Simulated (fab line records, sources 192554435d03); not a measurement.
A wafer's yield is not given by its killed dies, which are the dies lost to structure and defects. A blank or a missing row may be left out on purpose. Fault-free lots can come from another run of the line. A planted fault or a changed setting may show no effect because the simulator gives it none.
Split-lot trial / flow n5 finfet / route with 1938 steps; 7 lots, 21 wafers read

== ABOUT THE SPLIT ==
At N5_BEOL_M12_SPUTTER_44 (material Ta, target thk 10 nm, time 16.13 s), the setting time s was moved away from the recipe's 16.13 s on 5 of the 21 wafers read, by -12.5% to +11.9%. The other wafers ran this setting at the recipe's value.

The reading comes from the split's own step.

== THE READING ==
Ta_of_BEOL_M12_SPUTTER_44.thk nm (the simulator's own value, which no gauge read), in nm, at N5_BEOL_M12_SPUTTER_44 (material Ta, target thk 10 nm, time 16.13 s). There is no usual value for it anywhere in the file. Here, 16 wafers ran the recipe; their average is 10.0 nm with a standard deviation of 0.12 nm.

wafer=L074.2; tool, chamber at the split=pvd sputter-01, -; time s as run, s=16.13; against the recipe=recipe; Ta_of_BEOL_M12_SPUTTER_44.thk nm, nm=10; against lot-mates on the recipe=-
wafer=L074.5; tool, chamber at the split=pvd sputter-01, -; time s as run, s=16.13; against the recipe=recipe; Ta_of_BEOL_M12_SPUTTER_44.thk nm, nm=10; against lot-mates on the recipe=-
wafer=L074.6; tool, chamber at the split=pvd sputter-01, -; time s as run, s=16.13; against the recipe=recipe; Ta_of_BEOL_M12_SPUTTER_44.thk nm, nm=10; against lot-mates on the recipe=-
wafer=L079.1; tool, chamber at the split=pvd sputter-01, -; time s as run, s=16.13; against the recipe=recipe; Ta_of_BEOL_M12_SPUTTER_44.thk nm, nm=10; against lot-mates on the recipe=-
wafer=L079.2; tool, chamber at the split=pvd sputter-01, -; time s as run, s=16.13; against the recipe=recipe; Ta_of_BEOL_M12_SPUTTER_44.thk nm, nm=10.2; against lot-mates on the recipe=-
wafer=L079.6; tool, chamber at the split=pvd sputter-01, -; time s as run, s=14.11; against the recipe=-12.5%; Ta_of_BEOL_M12_SPUTTER_44.thk nm, nm=8.6; against lot-mates on the recipe=-1.5
wafer=L080.1; tool, chamber at the split=pvd sputter-02, -; time s as run, s=16.13; against the recipe=recipe; Ta_of_BEOL_M12_SPUTTER_44.thk nm, nm=9.8; against lot-mates on the recipe=-
wafer=L080.4; tool, chamber at the split=pvd sputter-02, -; time s as run, s=14.72; against the recipe=-8.7%; Ta_of_BEOL_M12_SPUTTER_44.thk nm, nm=9.2; against lot-mates on the recipe=-0.6
wafer=L080.5; tool, chamber at the split=pvd sputter-02, -; time s as run, s=14.72; against the recipe=-8.7%; Ta_of_BEOL_M12_SPUTTER_44.thk nm, nm=9; against lot-mates on the recipe=-0.8
wafer=L084.1; tool, chamber at the split=pvd sputter-02, -; time s as run, s=18.05; against the recipe=+11.9%; Ta_of_BEOL_M12_SPUTTER_44.thk nm, nm=11.2; against lot-mates on the recipe=+1.2
wafer=L084.3; tool, chamber at the split=pvd sputter-02, -; time s as run, s=18.05; against the recipe=+11.9%; Ta_of_BEOL_M12_SPUTTER_44.thk nm, nm=11; against lot-mates on the recipe=+1.0
wafer=L084.6; tool, chamber at the split=pvd sputter-02, -; time s as run, s=16.13; against the recipe=recipe; Ta_of_BEOL_M12_SPUTTER_44.thk nm, nm=10; against lot-mates on the recipe=-
wafer=L087.4; tool, chamber at the split=pvd sputter-01, -; time s as run, s=16.13; against the recipe=recipe; Ta_of_BEOL_M12_SPUTTER_44.thk nm, nm=10.2; against lot-mates on the recipe=-
wafer=L087.5; tool, chamber at the split=pvd sputter-01, -; time s as run, s=16.13; against the recipe=recipe; Ta_of_BEOL_M12_SPUTTER_44.thk nm, nm=10.2; against lot-mates on the recipe=-
wafer=L087.6; tool, chamber at the split=pvd sputter-01, -; time s as run, s=16.13; against the recipe=recipe; Ta_of_BEOL_M12_SPUTTER_44.thk nm, nm=10; against lot-mates on the recipe=-
wafer=L088.2; tool, chamber at the split=pvd sputter-01, -; time s as run, s=16.13; against the recipe=recipe; Ta_of_BEOL_M12_SPUTTER_44.thk nm, nm=10.2; against lot-mates on the recipe=-
wafer=L088.4; tool, chamber at the split=pvd sputter-01, -; time s as run, s=16.13; against the recipe=recipe; Ta_of_BEOL_M12_SPUTTER_44.thk nm, nm=10; against lot-mates on the recipe=-
wafer=L088.5; tool, chamber at the split=pvd sputter-01, -; time s as run, s=16.13; against the recipe=recipe; Ta_of_BEOL_M12_SPUTTER_44.thk nm, nm=10; against lot-mates on the recipe=-
wafer=L091.1; tool, chamber at the split=pvd sputter-02, -; time s as run, s=16.13; against the recipe=recipe; Ta_of_BEOL_M12_SPUTTER_44.thk nm, nm=9.8; against lot-mates on the recipe=-
wafer=L091.2; tool, chamber at the split=pvd sputter-02, -; time s as run, s=16.13; against the recipe=recipe; Ta_of_BEOL_M12_SPUTTER_44.thk nm, nm=10; against lot-mates on the recipe=-
wafer=L091.4; tool, chamber at the split=pvd sputter-02, -; time s as run, s=16.13; against the recipe=recipe; Ta_of_BEOL_M12_SPUTTER_44.thk nm, nm=10; against lot-mates on the recipe=-

THE FIT
A straight line over all 21 wafers: Ta_of_BEOL_M12_SPUTTER_44.thk nm changes by +0.1 nm for each +1% of time s; r = +0.97; the points scatter about the line by 0.13 nm.
The same after taking each lot's own level away (the mean of its wafers on the recipe; 21 wafers): +0.0964 nm for each +1%; r = +0.98; scatter 0.12 nm.
Per that fit: largest time s move, reading shift of 1.2 nm.
Across the lots, their own levels run from 9.80 to 10.13 nm, a range of 2.8 times the standard deviation given above.
The two slopes are in agreement: the lot-to-lot level therefore moves the slope only a little.
Check: -1.09 nm against its lot-mates is what the line predicts for one of the wafers moved furthest among these (-12.5%) when that wafer is left out of the fit. Against them it came out at -1.5 nm.

== THESE WAFERS: OTHER SPLITS ==
Note: prior to the reading, these wafers also went through further splits. Each is held against what the fit with the lots' levels taken away leaves over:
other split on the same wafers=N5_BEOL_M12_TRENCH_ETCH_34 time s; wafers away from the commonest value=5; r with Ta_of_BEOL_M12_SPUTTER_44.thk nm (lot level and that fit taken away)=+0.15

== FILE'S OWN FIT ==
Ta_of_BEOL_M12_SPUTTER_44.thk nm changes by +0.101 nm for each +1% of time s, r = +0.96.
